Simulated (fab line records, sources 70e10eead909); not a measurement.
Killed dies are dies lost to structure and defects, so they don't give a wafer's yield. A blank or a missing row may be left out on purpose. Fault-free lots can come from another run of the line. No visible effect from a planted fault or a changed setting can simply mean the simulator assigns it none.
Matching of chambers -- flow nand-harc -- 4 sister chambers for NHARC_A_BONDPAD_CMP_19 on cmp-01
The step polishes, t overpolish 30 s, cu recess touch 16 s, target thk 169.8 nm. 14 wafers are shown with their chamber, then 7 later ones without.

## WAFERS PAIRED WITH THEIR CHAMBERS
wafer,chamber,motor-current-A (A),overpolish-run-s (s)
L319.2,3,11.3,30.009
L319.3,0,11.9,30.000
L319.6,0,11.3,30.012
L321.1,1,11.8,29.993
L321.4,2,13.9,29.997
L321.6,1,12.0,30.001
L325.2,2,13.7,30.013
L325.5,2,13.9,29.993
L325.6,1,12.3,30.012
L329.2,0,11.8,29.983
L329.3,3,11.7,30.004
L329.5,3,10.8,29.985
L326.4,2,14.3,29.997
L326.5,3,11.6,30.011

SIGNATURES (averages over the wafers above)
reading,chamber 0,chamber 1,chamber 2,chamber 3,scatter within a chamber
motor-current-A,11.667,12.033,13.950,11.350,0.318
overpolish-run-s,29.99833,30.00200,30.00000,30.00225,0.0112
Rule: a wafer lies at a distance from a chamber equal to the root of the sum of squares, over the readings, of (its reading less the chamber's mean, divided by the reading's scatter). If the next closest chamber is less than 2 further off than the closest, the wafer can't be placed; otherwise it belongs to the closest. The scatter: take each reading less its chamber's mean, square it, sum over the shown wafers, divide by the number of wafers less the number of chambers, and take the root.

## WAFERS WHOSE CHAMBER IS MISSING
wafer,motor-current-A (A),overpolish-run-s (s)
L326.6,14.5,30.006
L339.1,11.7,29.983
L339.4,11.4,29.992
L339.6,11.1,29.996
L340.1,14.5,30.000
L340.4,11.3,30.004
L340.5,15.0,29.994

## WHICH CHAMBER EACH WENT THROUGH
wafer,from the rows above,in truth
L326.6,2,2
L339.1,can't be placed: 0 or 1 or 3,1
L339.4,can't be placed: 3 or 0 or 1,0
L339.6,can't be placed: 3 or 0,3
L340.1,2,2
L340.4,can't be placed: 3 or 0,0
L340.5,2,2
3 of 7 placed correctly. These rows do not allow placing 4 (true chamber among the candidates in 4). Number placed wrongly: 0.
